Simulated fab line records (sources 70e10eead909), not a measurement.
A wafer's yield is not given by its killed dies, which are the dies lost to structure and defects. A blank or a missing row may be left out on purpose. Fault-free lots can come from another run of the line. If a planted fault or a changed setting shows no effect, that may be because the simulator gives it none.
fab line records	flow nand-harc
record lots=6	wafers=18	last-day=33
route steps=1302 shown P_M0@262 P_M1@285 END@1302
lots untouched by any fault: they come from a run of this same line in which no faults occurred
start-h: the number of hours between the record's first day and the start of the first shown wafer of the lot	wait-h: hours elapsed since this lot's preceding step	" unchanged from the row above	L1.1+2: a row that stands for several wafers	- either no value or no given start	* or withheld: withheld	< > ~ a bound
route shown NAME@n: NAME is a module with steps in the file, n the number in the route of the first one	usual: mean/standard deviation taken from wafers without a fault	same: alike in all rows	chamber/n: place in a boat	sites: each site's reading	_std_site: the values' standard deviation	_edge_site: the outer-site mean with the inner-site mean subtracted	radius-mm: how far each site lies from the wafer's centre	mask NAME#n: copy n	behind: tool/chamber where the wafer was last shaped	hold: reason for holding the lot/hours on hold/outcome of the hold	device: which transistor (n, p or np) failed to switch	end of line: the same wafers' tests at the end of the route	a step without rows: its recipe alone	killed: dies lost to structure and defects at the first sort, not the wafer's yield	map: shows each die of a wafer: x if killed, . if not, _ if none is there
set.NAME: the setting the step ran with; set.NAME@STEP: the setting that earlier step ran with	model.NAME: the simulator's own value behind a step, which no gauge read
certain route steps with their lots: each step a table, each wafer a row
services: the hour from which a tool's chamber was out of use, counted from the record's first day as start-h (under 0 if before that day), plus the number of hours and why
## steps
# step NHARC_P_M0_DEVELOP_08
# recipe develop-time-s=35	dev-temp-c=23
# step NHARC_P_M0_CD_MEAS_09
# recipe target-cd-nm=90	landing-energy-ev=500
# usual cd-nm=90.1/0.59
lot.wafer	tool	chamber	start-h	wait-h	cd-nm
L484.1	cd-sem-01	0	132.32	-	91.3
L484.3	"	0	"	"	91.1
L484.4	"	0	"	"	90.6
L485.3	cd-sem-02	0	135.51	-	89.7
L485.4	"	0	"	"	90.1
L485.6	"	0	"	"	90.4
L488.1	cd-sem-01	0	170.19	-	90.2
L488.3	"	0	"	"	89.7
L488.4	"	0	"	"	89.4
L492.1	cd-sem-02	0	217.22	-	88.9
L492.3	"	0	"	"	89.4
L492.5	"	0	"	"	90.3
L494.4	cd-sem-01	0	232.04	-	89.6
L494.5	"	0	"	"	89.5
L494.6	"	0	"	"	89.8
L505.3	cd-sem-01	0	344.25	-	90.0
L505.4	"	0	"	"	90.1
L505.5	"	0	"	"	89.8
# step NHARC_P_M0_OVL_MEAS_10
# recipe pitch-nm=180
# usual overlay-x-nm=-0.1/1	overlay-y-nm=0.0/0.78
lot.wafer	tool	chamber	start-h	wait-h	overlay-x-nm	overlay-y-nm
L484.1	overlay-01	-	132.41	-	0.3	0.3
L484.3	"	-	"	"	1.0	0.0
L484.4	"	-	"	"	0.8	-0.1
L485.3	overlay-02	-	135.60	-	-1.2	-0.3
L485.4	"	-	"	"	-0.3	-0.6
L485.6	"	-	"	"	-0.9	-0.4
L488.1	overlay-02	-	170.28	-	-1.4	0.9
L488.3	"	-	"	"	-0.6	0.8
L488.4	"	-	"	"	-0.9	1.3
L492.1	overlay-01	-	217.31	-	-1.6	0.7
L492.3	"	-	"	"	-1.3	0.8
L492.5	"	-	"	"	-0.9	1.0
L494.4	overlay-01	-	232.12	-	-0.6	-0.4
L494.5	"	-	"	"	-0.5	0.0
L494.6	"	-	"	"	-0.8	-0.6
L505.3	overlay-02	-	344.34	-	1.4	-0.3
L505.4	"	-	"	"	1.4	0.0
L505.5	"	-	"	"	0.7	-0.3
# step NHARC_P_M0_INSPECT_11
# usual raw-defect-count=4.8/2.8
lot.wafer	tool	chamber	start-h	wait-h	raw-defect-count
L484.1	defect-inspect-02	-	132.44	0.0	6
L484.3	"	-	"	"	4
L484.4	"	-	"	"	8
L485.3	defect-inspect-01	-	135.64	0.0	3
L485.4	"	-	"	"	3
L485.6	"	-	"	"	5
L488.1	defect-inspect-02	-	170.31	0.0	1
L488.3	"	-	"	"	5
L488.4	"	-	"	"	3
L492.1	defect-inspect-01	-	217.35	0.0	3
L492.3	"	-	"	"	4
L492.5	"	-	"	"	4
L494.4	defect-inspect-01	-	232.16	0.0	6
L494.5	"	-	"	"	10
L494.6	"	-	"	"	5
L505.3	defect-inspect-01	-	344.38	0.0	4
L505.4	"	-	"	"	1
L505.5	"	-	"	"	4
# step NHARC_P_M0_DESCUM_14
# recipe time-s=3	o2-flow-sccm=200	ar-flow-sccm=0	bias-power-w=0	chemistry=O2
# usual drypump-motor-current-A=5.8/0.38	oes-product-au=1.004/0.0098	rf-vpp-V=58.0/0.96	showerhead-plenum-p-Torr=1.93/0.11	throttle-valve-pct=11.311/0.0094
# same time-s=3
lot.wafer	tool	chamber	start-h	wait-h	drypump-motor-current-A	oes-product-au	rf-hours-counter-h	rf-vpp-V	showerhead-plenum-p-Torr	throttle-valve-pct
L484.1	rie-diel-05	3	132.50	0.1	5.9	1.005	12	58.6	1.96	11.318
L484.3	"	0	"	"	5.4	1.006	10	58.4	2.05	11.308
L484.4	"	1	"	"	6.6	0.985	11	59.3	2.04	11.296
L485.3	rie-diel-05	2	135.71	0.1	5.7	1.009	11	56.9	1.77	11.322
L485.4	"	3	"	"	5.9	0.998	12	58.3	1.97	11.301
L485.6	"	0	"	"	5.5	1.013	-	59.0	2.05	11.290
L488.1	rie-diel-06	2	170.37	0.1	5.0	0.994	9	58.9	2.07	11.306
L488.4	"	0	"	"	5.6	1.001	10	58.6	1.87	11.304
L488.3	"	1	"	"	5.7	0.989	12	58.5	1.93	11.313
L492.1	rie-diel-05	0	217.42	0.1	5.5	1.012	25	58.9	2.05	11.322
L492.3	"	1	"	"	6.6	0.987	25	58.5	2.04	11.303
L492.5	"	3	"	"	5.9	1.017	-	58.5	1.96	11.307
L494.4	rie-diel-12	0	232.24	0.1	5.9	0.987	50	57.7	1.77	11.309
L494.5	"	1	"	"	5.8	0.989	-	57.4	2.00	11.311
L494.6	"	2	"	"	6.2	1.012	-	55.5	1.85	11.323
L505.3	rie-diel-05	3	344.44	0.1	5.9	0.999	18	58.5	1.95	11.300
L505.4	"	0	"	"	5.4	1.015	15	59.1	2.04	11.315
L505.5	"	0	"	"	5.4	1.005	-	58.7	2.04	11.331
# step NHARC_P_M0_ETCH_34
# recipe target-depth-a=400	overetch-a=120	time-s=43.94	ion-energy-ev=200	n2-flow-sccm=150	h2-flow-sccm=150	ar-flow-sccm=0	rf-w=400	bias-w=150	chemistry=N2/H2
# step NHARC_P_M0_ETCH_15
# recipe target-depth-a=1500	overetch-a=150	time-s=82.5	c4f8-flow-sccm=withheld	ar-flow-sccm=400	rf-w=600	bias-w=300	chemistry=C4F8/Ar
# usual oes-product-au=0.959/0.022	rf-vpp-V=441/3.4
# same time-s=82.5
lot.wafer	tool	chamber	start-h	wait-h	oes-product-au	rf-hours-counter-h	rf-vpp-V
L484.1	rie-diel-05	3	-	-	0.965	12	442
L484.3	"	0	"	"	0.975	10	447
L484.4	"	2	"	"	0.979	11	436
L485.4	rie-diel-05	3	-	-	0.964	12	442
L485.3	"	0	"	"	0.955	11	447
L485.6	"	2	"	"	0.977	-	436
L488.1	rie-diel-06	3	-	-	0.966	8	439
L488.3	"	0	"	"	0.991	10	440
L488.4	"	2	"	"	0.969	9	446
L492.3	rie-diel-05	1	-	-	0.975	25	445
L492.1	"	2	"	"	0.975	26	437
L492.5	"	0	"	"	0.953	-	445
L494.4	rie-diel-12	0	-	-	0.925	50	436
L494.6	"	0	"	"	0.921	-	437
L494.5	"	1	"	"	0.913	-	443
L505.4	rie-diel-05	0	-	-	0.978	15	445
L505.3	"	2	"	"	0.991	17	435
L505.5	"	1	"	"	0.982	-	443
# step NHARC_P_M0_CD_MEAS_16
# usual cd-nm=90.0/0.79
lot.wafer	tool	chamber	start-h	wait-h	cd-nm
L484.1	cd-sem-02	-	132.80	-	91.6
L484.3	"	-	"	"	91.3
L484.4	"	-	"	"	91.7
L485.3	cd-sem-02	-	136.00	-	90.0
L485.4	"	-	"	"	89.6
L485.6	"	-	"	"	89.9
L488.1	cd-sem-02	-	170.67	-	89.8
L488.3	"	-	"	"	90.1
L488.4	"	-	"	"	89.1
L492.1	cd-sem-02	-	217.78	-	88.6
L492.3	"	-	"	"	89.1
L492.5	"	-	"	"	89.5
L494.4	cd-sem-01	-	232.52	-	89.6
L494.5	"	-	"	"	88.9
L494.6	"	-	"	"	89.4
L505.3	cd-sem-02	-	344.74	-	89.5
L505.4	"	-	"	"	89.7
L505.5	"	-	"	"	89.6
# step NHARC_P_M0_STRIP_18
# recipe power-w=1000	n2-flow-sccm=150	h2-flow-sccm=150	ar-flow-sccm=0	bias-w=0	chemistry=N2/H2
# step NHARC_P_M0_STRIP_19
# recipe time-s=600	temp-c=30	chemistry=post-etch-residue-remover
# step NHARC_P_M0_DEGAS_28
# recipe temp-c=250	time-s=60
# usual heater-power-w=323/27	susceptor-temp-C=250.02/0.19
# same time-s=60
lot.wafer	tool	chamber	start-h	wait-h	heater-power-w	susceptor-temp-C
L484.1	pvd-sputter-02	-	133.42	-	343	250.13
L484.4	"	-	"	"	303	249.89
L484.3	"	-	"	"	335	250.10
L485.4	pvd-sputter-02	-	136.61	-	276	250.21
L485.3	"	-	"	"	309	249.77
L485.6	"	-	"	"	283	250.36
L488.3	pvd-sputter-02	-	171.30	-	328	-
L488.1	"	-	"	"	339	-
L488.4	"	-	"	"	303	-
L492.1	pvd-sputter-02	-	218.40	-	342	250.06
L492.3	"	-	"	"	351	250.09
L492.5	"	-	"	"	325	249.95
L494.4	pvd-sputter-02	-	233.14	-	339	250.05
L494.6	"	-	"	"	339	250.00
L494.5	"	-	"	"	333	250.12
L505.4	pvd-sputter-01	-	345.36	-	360	250.24
L505.3	"	-	"	"	306	250.01
L505.5	"	-	"	"	376	249.89
# step NHARC_P_M0_PRE_CLEAN_29
# recipe time-s=30	temp-c=280	gas=H2/He
# step NHARC_P_M0_PVD_20
# recipe target-thk-a=50	bias-v=168.6	power-w=15000	chamber-pressure-pa=0.12	time-s=8.06	substrate-temp-c=50	material=TaN
# usual chamber-pressure-pa=0.11999/0.00023	throttle-valve-pct=30.1/1
# same time-s=8.06
lot.wafer	tool	chamber	start-h	wait-h	chamber-pressure-pa	throttle-valve-pct
L484.4	pvd-sputter-02	-	133.55	-	0.11989	30.5
L484.1	"	-	"	"	0.11978	30.7
L484.3	"	-	"	"	0.12023	28.9
L485.3	pvd-sputter-02	-	136.74	-	0.12032	31.5
L485.4	"	-	"	"	0.12033	30.5
L485.6	"	-	"	"	0.1196	28.9
L488.1	pvd-sputter-02	-	171.40	-	0.11976	28.8
L488.3	"	-	"	"	0.1204	30.4
L488.4	"	-	"	"	0.11992	30.3
L492.1	pvd-sputter-02	-	218.51	-	0.11951	29.0
L492.3	"	-	"	"	0.11975	30.8
L492.5	"	-	"	"	0.11985	28.3
L494.4	pvd-sputter-02	-	233.28	-	0.11937	31.4
L494.5	"	-	"	"	0.11994	31.1
L494.6	"	-	"	"	0.11971	28.8
L505.3	pvd-sputter-01	-	345.46	-	0.11992	28.7
L505.4	"	-	"	"	0.12011	30.7
L505.5	"	-	"	"	0.12006	29.0
# step NHARC_P_M0_PVD_21
# recipe target-thk-a=300	chamber-pressure-pa=5	power-w=5000	substrate-temp-c=30	time-s=20.49	material=Cu
# step NHARC_P_M0_ECD_22
# recipe target-thk-a=4000	bath-temp-c=25	material=Cu
# step NHARC_P_M0_ANNEAL_30
# recipe temp-c=225	time-s=90
# usual wafer_temp_C_max=226.1/0.31
# same time-s=90
lot.wafer	tool	chamber	start-h	wait-h	wafer_temp_C_max
L484.1	rtp-anneal-02	0	134.17	0.3	225.9
L484.3	"	0	"	"	225.9
L484.4	"	0	"	"	226.2
L485.3	rtp-anneal-01	0	137.45	-	226.2
L485.4	"	0	"	"	226.4
L485.6	"	0	"	"	226.5
L488.1	rtp-anneal-02	0	172.03	0.3	226.3
L488.3	"	0	"	"	226.1
L488.4	"	0	"	"	226.2
L492.1	rtp-anneal-02	0	219.15	0.3	226.1
L492.3	"	0	"	"	226.0
L492.5	"	0	"	"	226.1
L494.4	rtp-anneal-02	0	234.18	-	226.1
L494.5	"	0	"	"	225.6
L494.6	"	0	"	"	226.3
L505.3	rtp-anneal-01	0	346.19	-	226.0
L505.4	"	0	"	"	226.1
L505.5	"	0	"	"	226.7
# step NHARC_P_M0_CMP_23
# recipe t-overpolish-s=20	target-thk-nm=117.54
# step NHARC_P_M0_THK_MEAS_24
# recipe thk-meas-gauge=xrf
# usual thk-nm=117.4/1.7
lot.wafer	tool	chamber	start-h	wait-h	thk-nm
L484.1	film-metro-01	-	134.83	-	115.7
L484.3	"	-	"	"	114.0
L484.4	"	-	"	"	119.1
L485.3	film-metro-01	-	138.00	-	118.1
L485.4	"	-	"	"	117.8
L485.6	"	-	"	"	117.4
L488.1	film-metro-01	-	172.69	-	116.0
L488.3	"	-	"	"	118.4
L488.4	"	-	"	"	116.3
L492.1	film-metro-01	-	219.81	-	115.5
L492.3	"	-	"	"	116.0
L492.5	"	-	"	"	117.2
L494.4	film-metro-02	-	234.84	-	120.0
L494.5	"	-	"	"	117.3
L494.6	"	-	"	"	119.6
L505.3	film-metro-02	-	346.75	-	116.8
L505.4	"	-	"	"	118.3
L505.5	"	-	"	"	116.6
# step NHARC_P_M0_SRD_25
# step NHARC_P_M0_PRE_CLEAN_31
# recipe time-s=12	temp-c=370	rf-power-w=300	gas=NH3
# step NHARC_P_M0_DEP_32
# recipe target-thk-a=300	temp-c=370	target-thk-nm=30	pressure-torr=3	flow-sccm=200	rf-w=450	material=SiCN
# step NHARC_P_M1_DEP_00
# recipe target-thk-a=1825	target-thk-nm=182.5	temp-c=withheld	pressure-torr=5	flow-sccm=200	rf-w=600	material=SiOC
# step NHARC_P_M1_DEHYDRATE_01
# recipe temp-c=150	time-s=120
# step NHARC_P_M1_HMDS_02
# recipe time-s=30
# step NHARC_P_M1_COAT_34
# recipe temp-c=200	time-s=65
# step NHARC_P_M1_COAT_03
# recipe spin-rpm=1500	resist-thk-nm=90
# step NHARC_P_M1_SOFTBAKE_04
# recipe temp-c=105	time-s=55
# step NHARC_P_M1_EBR_05
# step NHARC_P_M1_EXPOSE_06
# recipe na=1.35	target-cd-nm=130	dose-mj=81.88	mask-id=P_M1
# step NHARC_P_M1_PEB_07
# recipe peb-temp-c=100	peb-time-s=65
# step NHARC_P_M1_DEVELOP_08
# recipe develop-time-s=35	dev-temp-c=23
# step NHARC_P_M1_CD_MEAS_09
# recipe target-cd-nm=130	landing-energy-ev=500
# usual cd-nm=130.0/0.69
lot.wafer	tool	chamber	start-h	wait-h	cd-nm
L484.1	cd-sem-01	0	136.38	-	129.5
L484.3	"	0	"	"	129.8
L484.4	"	0	"	"	130.1
L485.3	cd-sem-02	0	139.94	-	129.1
L485.4	"	0	"	"	129.5
L485.6	"	0	"	"	129.9
L488.1	cd-sem-01	0	174.24	-	130.0
L488.3	"	0	"	"	130.5
L488.4	"	0	"	"	129.6
L492.1	cd-sem-02	0	221.22	-	129.3
L492.3	"	0	"	"	129.7
L492.5	"	0	"	"	129.2
L494.4	cd-sem-01	0	236.40	-	130.6
L494.5	"	0	"	"	130.2
L494.6	"	0	"	"	130.7
L505.3	cd-sem-03	0	348.30	-	130.8
L505.4	"	0	"	"	131.3
L505.5	"	0	"	"	130.6
# step NHARC_P_M1_OVL_MEAS_10
# recipe pitch-nm=260
# usual overlay-x-nm=-0.1/0.69	overlay-y-nm=-0.3/0.76
lot.wafer	tool	chamber	start-h	wait-h	overlay-x-nm	overlay-y-nm
L484.1	overlay-02	-	136.47	-	0.1	-0.6
L484.3	"	-	"	"	0.6	-0.8
L484.4	"	-	"	"	-0.6	-0.6
L485.3	overlay-01	-	140.02	-	-1.2	-0.2
L485.4	"	-	"	"	-0.9	-0.3
L485.6	"	-	"	"	-1.2	-0.6
L488.1	overlay-02	-	174.32	-	0.2	-2.4
L488.3	"	-	"	"	0.0	-2.8
L488.4	"	-	"	"	-0.5	-2.4
L492.1	overlay-01	-	221.31	-	0.5	0.7
L492.3	"	-	"	"	0.7	0.5
L492.5	"	-	"	"	1.1	0.8
L494.4	overlay-01	-	236.48	-	0.2	-1.3
L494.5	"	-	"	"	1.2	-2.1
L494.6	"	-	"	"	0.6	-2.4
L505.3	overlay-01	-	348.39	-	-0.3	-0.6
L505.4	"	-	"	"	0.1	-0.1
L505.5	"	-	"	"	-1.0	-0.3
# step NHARC_P_M1_DESCUM_14
# recipe time-s=3	o2-flow-sccm=200	ar-flow-sccm=0	bias-power-w=0	chemistry=O2
# step NHARC_P_M1_ETCH_35
# recipe target-depth-a=400	overetch-a=120	time-s=43.94	ion-energy-ev=200	n2-flow-sccm=150	h2-flow-sccm=150	ar-flow-sccm=0	rf-w=400	bias-w=150	chemistry=N2/H2
# step NHARC_P_M1_ETCH_15
# recipe target-depth-a=1825	time-s=91.2	c4f8-flow-sccm=withheld	ar-flow-sccm=400	rf-w=600	bias-w=300	chemistry=C4F8/Ar
# step NHARC_P_M1_CD_MEAS_16
# usual cd-nm=130.0/0.78
lot.wafer	tool	chamber	start-h	wait-h	cd-nm
L484.1	cd-sem-02	-	136.92	-	130.2
L484.3	"	-	"	"	130.4
L484.4	"	-	"	"	130.3
L485.3	cd-sem-01	-	140.47	-	129.5
L485.4	"	-	"	"	130.0
L485.6	"	-	"	"	130.7
L488.1	cd-sem-01	-	174.73	-	130.6
L488.3	"	-	"	"	130.5
L488.4	"	-	"	"	129.1
L492.1	cd-sem-02	-	221.76	-	129.3
L492.3	"	-	"	"	128.4
L492.5	"	-	"	"	128.7
L494.4	cd-sem-01	-	236.92	-	131.2
L494.5	"	-	"	"	131.0
L494.6	"	-	"	"	131.4
L505.3	cd-sem-03	-	348.80	-	131.1
L505.4	"	-	"	"	131.4
L505.5	"	-	"	"	130.3
# step NHARC_P_M1_STRIP_18
# recipe power-w=1000	n2-flow-sccm=150	h2-flow-sccm=150	ar-flow-sccm=0	bias-w=0	chemistry=N2/H2
# step NHARC_P_M1_ETCH_28
# recipe target-depth-a=300	over-etch-frac=0.3	time-s=72.99	ion-energy-ev=150	cf4-flow-sccm=50	n2-flow-sccm=100	ar-flow-sccm=150	rf-w=300	bias-w=100	chemistry=CF4/N2
# usual drypump-motor-current-A=5.5/0.49	oes-product-au=1.001/0.0099	rf-vpp-V=314.4/2	showerhead-plenum-p-Torr=2.64/0.11	throttle-valve-pct=19.794/0.0075
# same time-s=72.99
lot.wafer	tool	chamber	start-h	wait-h	drypump-motor-current-A	oes-product-au	rf-hours-counter-h	rf-vpp-V	showerhead-plenum-p-Torr	throttle-valve-pct
L484.1	rie-diel-10	2	-	-	5.2	1.008	4	316.3	2.73	19.781
L484.3	"	0	"	"	5.0	1.008	3	313.8	2.60	19.803
L484.4	"	1	"	"	5.1	1.010	3	313.5	2.51	19.791
L485.4	rie-diel-10	0	-	-	5.0	1.007	4	315.1	2.60	19.787
L485.3	"	1	"	"	5.1	0.997	4	312.4	2.51	19.787
L485.6	"	3	"	"	5.0	0.973	-	311.8	2.47	19.802
L488.4	rie-diel-04	2	-	-	5.2	0.986	15	312.4	2.53	19.798
L488.3	"	3	"	"	5.2	0.989	17	316.7	2.77	19.779
L488.1	"	0	"	"	5.8	0.988	17	317.7	2.69	19.784
L492.1	rie-diel-10	1	-	-	5.1	1.002	8	313.2	2.51	19.790
L492.3	"	3	"	"	5.0	0.991	10	312.2	2.46	19.787
L492.5	"	1	"	"	5.1	1.002	-	312.0	2.50	19.804
L494.4	rie-diel-10	3	-	-	5.1	0.985	10	312.2	2.46	19.784
L494.5	"	0	"	"	5.0	1.008	-	313.0	2.60	19.788
L494.6	"	1	"	"	5.1	1.000	-	311.7	2.50	19.789
L505.3	rie-diel-04	0	-	-	5.8	1.004	13	314.5	2.68	19.806
L505.4	"	1	"	"	6.5	1.003	10	315.1	2.76	19.797
L505.5	"	0	"	"	5.8	1.007	-	316.1	2.68	19.791
# step NHARC_END_SORT_01
# recipe temp-c=25
# usual defect-limited-yield=91.1/2.9	killed-at-array=55/20	killed-at-other=1.1/1.2	killed-at-periphery=3.8/2.8	killed-dies=60/19	killed-open=3.4/1.9	killed-short=2.2/1.5
# same gross-dies=677
lot.wafer	tool	chamber	start-h	wait-h	defect-limited-yield[%]	killed-at-array	killed-at-other	killed-at-periphery	killed-dies	killed-open	killed-short
L492.1	prober-01	0	662.92	2.5	79.0	70	1	71	142	4	2
L492.3	prober-01	0	664.51	3.1	77.4	77	1	75	153	2	1
L492.5	prober-01	0	666.11	3.7	77.8	75	0	75	150	2	1
L494.4	prober-02	0	665.29	3.4	78.9	41	4	98	143	1	1
L494.5	prober-02	0	666.09	3.7	78.6	57	3	85	145	3	2
L494.6	prober-02	0	666.89	4.0	80.8	48	3	79	130	7	1
L505.3	prober-02	0	782.85	3.1	96.5	19	2	3	24	7	1
L505.4	prober-02	0	783.65	3.4	96.9	15	2	4	21	3	1
L505.5	prober-02	0	784.45	3.7	95.7	27	2	0	29	4	3
# killed by level:class
L492.1 P_M0:unspecified=70 A_CHANNEL_HOLE_D1:chamber-film-flake=29 A_SLIT:chamber-film-flake=28 A_CONTACT:chamber-film-flake=3 P_GATE:geometric-particle:open=1 A_ONON_D2:geometric-particle:open=1 A_CONTACT:geometric-particle:short=1 A_CONTACT:geometric-particle:open=1
L492.3 P_M0:unspecified=75 A_CHANNEL_HOLE_D1:chamber-film-flake=33 A_SLIT:chamber-film-flake=33 A_CONTACT:chamber-film-flake=5 A_STAIRCASE:chamber-film-flake=2 A_CHANNEL_FILL_D1:geometric-particle:open=1 A_ONON_D2:geometric-particle:open=1 A_CHANNEL_HOLE_D2:geometric-particle:short=1
L494.4 P_M0:unspecified=94 A_CHANNEL_HOLE_D1:chamber-film-flake=30 THIN_TSV:chamber-film-flake=4 A_CONTACT:chamber-film-flake=3 A_M0:chamber-film-flake=3 P_CONTACT:chamber-film-flake=2 A_STAIRCASE:chamber-film-flake=2 A_CHANNEL_HOLE_D2:geometric-particle:open=1
L494.5 P_M0:unspecified=78 A_CHANNEL_HOLE_D1:chamber-film-flake=35 A_CONTACT:chamber-film-flake=8 P_STI:chamber-film-flake=5 A_STAIRCASE:chamber-film-flake=3 THIN_TSV:chamber-film-flake=3 A_DECK1_JOINT:chamber-film-flake=2 A_M0:chamber-film-flake=2
L492.5 P_M0:unspecified=73 A_CHANNEL_HOLE_D1:chamber-film-flake=31 A_SLIT:chamber-film-flake=30 A_CONTACT:chamber-film-flake=6 A_CHANNEL_HOLE_D2:unspecified=3 P_STI:chamber-film-flake=2 A_SOURCE_PLATE:geometric-particle:open=1 A_CHANNEL_HOLE_D1:geometric-particle:short=1
L494.6 P_M0:unspecified=75 A_CHANNEL_HOLE_D1:chamber-film-flake=26 A_CONTACT:chamber-film-flake=8 A_STAIRCASE:chamber-film-flake=3 THIN_TSV:chamber-film-flake=3 A_BLC:geometric-particle:open=2 P_STI:chamber-film-flake=2 A_CHANNEL_HOLE_D2:chamber-film-flake=2
L505.3 A_SLIT:chamber-film-flake=6 A_CHANNEL_FILL_D1:chamber-film-flake=3 A_CHANNEL_FILL_D2:geometric-particle:open=2 P_CONTACT:geometric-particle:open=1 P_M0:geometric-particle:open=1 A_DECK1_JOINT:geometric-particle:open=1 A_CHANNEL_HOLE_D2:geometric-particle:open=1 A_WL_FILL:geometric-particle:short=1
L505.4 A_SLIT:chamber-film-flake=6 P_BONDPAD:chamber-film-flake=3 A_STAIRCASE:chamber-film-flake=2 THIN_TSV:chamber-film-flake=2 A_ONON_D2:geometric-particle:short=1 A_CHANNEL_FILL_D2:geometric-particle:open=1 A_WL_FILL:geometric-particle:open=1 A_M0:geometric-particle:open=1
L505.5 A_STAIRCASE:chamber-film-flake=7 A_SLIT:chamber-film-flake=7 A_WL_FILL:geometric-particle:short=2 A_CHANNEL_FILL_D1:chamber-film-flake=2 A_WL_FILL:chamber-film-flake=2 THIN_TSV:chamber-film-flake=2 A_ONON_D1:geometric-particle:open=1 A_CHANNEL_FILL_D1:geometric-particle:open=1
# map L492.3 (x killed, . not)
____________.____________
_________.....xx_________
_______......xxxxx_______
______...x..xxxxxxx______
_____........xxxxxxx_____
____.....x...xxxxxxxx____
____.........xxxxxxx.____
___.........xxxxxxxxx.___
___.........xxxxxxxxx.___
__..x.......xxxxxxxx...__
__...........xxxxxx....__
_.............xxxxx....._
_...............x....x.._
_.................x...x._
_......................._
_......................._
.........................
....................x....
.........................
................xxx.x....
.......x.x.....x.x.......
_....xxx........xx.x...._
_..xxxxx.........xxx...._
_.....xxx.......xxxxx..._
_....xxxxx......xxxxxx.._
_..xxxxx..x....x...xxx.._
__....xx.x....x.xxx...x__
__.x..xx......x.x.x....__
___..xxxxx......x..x..___
___...................___
____.................____
____.................____
_____..............._____
______.............______
_______..........._______
_________......._________
____________.____________
# map L494.5 (x killed, . not)
____________.____________
_________....xxx_________
_______......xxxxx_______
______.....x.xxxxxx______
_____........xxxxxxx_____
____.......xxxxxxxxxx____
____x........xxxxxxxx____
___..........xxxxxxxx.___
___.........xxxxxxxxx.___
__x...........xxxxxxx..__
__x..........xxxxxxx...__
_..x..........xxxxx.x..._
_...............xxx...x._
_.........x............._
_.x.x..................._
_.......x.xx............_
.x...x.....x.............
xxxxx....................
..xxx....................
xxxxxx....x..............
xxxx.x..................x
_xxx...................._
_xxx.x.................._
_xx.x...x..............._
_x.xx...............x..._
_.............x........._
__.x...................__
__..........x..........__
___...................___
___..............x....___
____...............x.____
____.....x.....x.x...____
_____x..x.....x....._____
______...x.........______
_______.....x....._______
_________xx....._________
____________.____________
## services
tool	chamber	start-h	hours	kind
rie-diel-10	1	110.58	9.1	repair
pvd-sputter-01	-	111.53	11.3	repair
rie-diel-06	-	130.20	9.0	pm
pvd-sputter-02	-	130.67	2.3	repair
rie-diel-04	2	136.46	6.6	repair
pvd-sputter-01	-	157.24	1.8	repair
rie-diel-12	2	167.76	10.3	repair
pvd-sputter-01	-	168.93	4.1	repair
rie-diel-04	-	177.90	9.0	pm
rie-diel-10	3	183.97	5.1	repair
rie-diel-10	-	192.03	2.6	repair
rie-diel-12	3	192.68	3.1	repair
rie-diel-06	3	195.66	2.8	repair
rie-diel-05	3	218.54	3.7	repair
pvd-sputter-01	-	223.04	2.9	repair
pvd-sputter-01	-	226.67	10.0	pm
rie-diel-05	-	229.61	9.0	pm
rie-diel-10	-	242.50	9.0	pm
rie-diel-10	0	257.49	6.3	repair
rie-diel-05	0	262.89	11.6	repair
pvd-sputter-02	-	269.72	1.4	repair
pvd-sputter-02	-	282.96	10.0	pm
rie-diel-05	0	291.78	5.0	repair
rie-diel-05	2	323.93	10.6	repair
## key
first-sign step=NHARC_END_SORT_01	reading=killed-at-periphery	direction=up	sigmas=27	usual=3.8	struck=80.5
effect step=NHARC_END_SORT_01	reading=killed-dies	direction=up	sigmas=4.3	usual=60	struck=144
more-kills-born-at NHARC_P_M0_PVD_20@pvd-sputter-02=465
met-at NHARC_P_M0_PVD_20
struck-wafers L492.1,L492.3,L492.5,L494.4,L494.5,L494.6
onset-between 171.40 218.51
also-fits NHARC_P_M0_DEGAS_28:pvd-sputter-02,NHARC_P_M0_ANNEAL_30:rtp-anneal-02,NHARC_P_M1_ETCH_28:rie-diel-10
fault kind=chamber-particle-source	tool=pvd-sputter-02	chamber=-	onset-h=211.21	steps=NHARC_P_M0_PVD_20	rate-per-visit-cm2=1.3806	end-h=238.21
